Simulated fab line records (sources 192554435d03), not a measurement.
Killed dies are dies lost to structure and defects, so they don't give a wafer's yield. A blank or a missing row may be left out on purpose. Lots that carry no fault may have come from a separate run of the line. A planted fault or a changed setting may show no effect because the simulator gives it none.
8D (eight disciplines) problem report, filled in by code | flow n5Finfet | the parts of the form that need people (team, actions taken, sign-off) are left out

== 1. WHAT WENT WRONG ==
At N5_BEOL_M14_COAT_04, spinSpeedRpm averages 1746.4 rpm over 9 wafers from 3 lots, while fault-free wafers read 1704.2 rpm, standard deviation 1.2. Measured from the usual mean, that is +35 standard deviations.
The step: resist thk 800 nm.
First observed at day 14 11:40: wafer L615.4, on lithoTrack-01. The record holds 36 wafers of 12 lots with a number at this step. The rule behind "out" and "out of limits": a value lying over 4 standard deviations away from the usual mean. The other wafers with a number count as sound.

== 2. WHAT IT IS, WHAT IT ISN'T ==
question                    | is                     | is not
which readings at this step | spinSpeedRpm           | -
which lots                  | L614, L615, L618       | L602, L604, L606, L607, L608, L620, L621, L623, L624
which wafers of those lots  | all that have a number | -
read on which tools         | lithoTrack-01          | lithoTrack-03, lithoTrack-04
when                        | from day 14 11:40      | up to then (15 sound wafers); but 12 sound wafers of L620, L621, L623, L624 came after

== 3. WHAT RULES OUT EACH SUSPECT ==
Counting: any tool at a process step up to the reading is kept as a suspect provided that every lot that is out went through it and no sound lot did after the first of them.
- lithoTrack-01 at N5_BEOL_M14_COAT_04 (resist thk 800 nm): kept. It ran every lot that is out, first L615 (day 14 11:40), and no sound lot after that; its last sound lot up to then is L607 (day 12 15:08). Out on those wafers are its own readings of spinSpeedRpm.
After counting, what remains is lithoTrack-01 at N5_BEOL_M14_COAT_04.

== 4. THE CAUSE (what the simulator had put in) ==
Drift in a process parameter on lithoTrack-01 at N5_BEOL_M14_COAT_04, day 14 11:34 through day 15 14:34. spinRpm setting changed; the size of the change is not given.
Only this tool survived the counting.

== 5. THE EFFECT CHAIN, in route order ==
Rows list readings where the struck wafers' mean (over those with a number) sits beyond 3 standard deviations from the usual. Only readings whose record carries a usual standard deviation are examined. hours: median over the lots of the time between each lot's start at the first step of this table that gives one and its start at this step. sigmas: the change, counted in usual standard deviations.
hours | step                | reading      | usual      | on struck wafers | change | sigmas
0     | N5_BEOL_M14_COAT_04 | spinSpeedRpm | 1704.2 rpm | 1746.4           | +42.2  | +35
Here are the process steps it includes:
- N5_BEOL_M14_COAT_04: resist thk 800 nm.

== 6. HOW IT WOULD HAVE BEEN CAUGHT EARLIER ==
0 hours passed between the start of the fault at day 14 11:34 and the first reading out of limits in this record, taken at day 14 11:40.
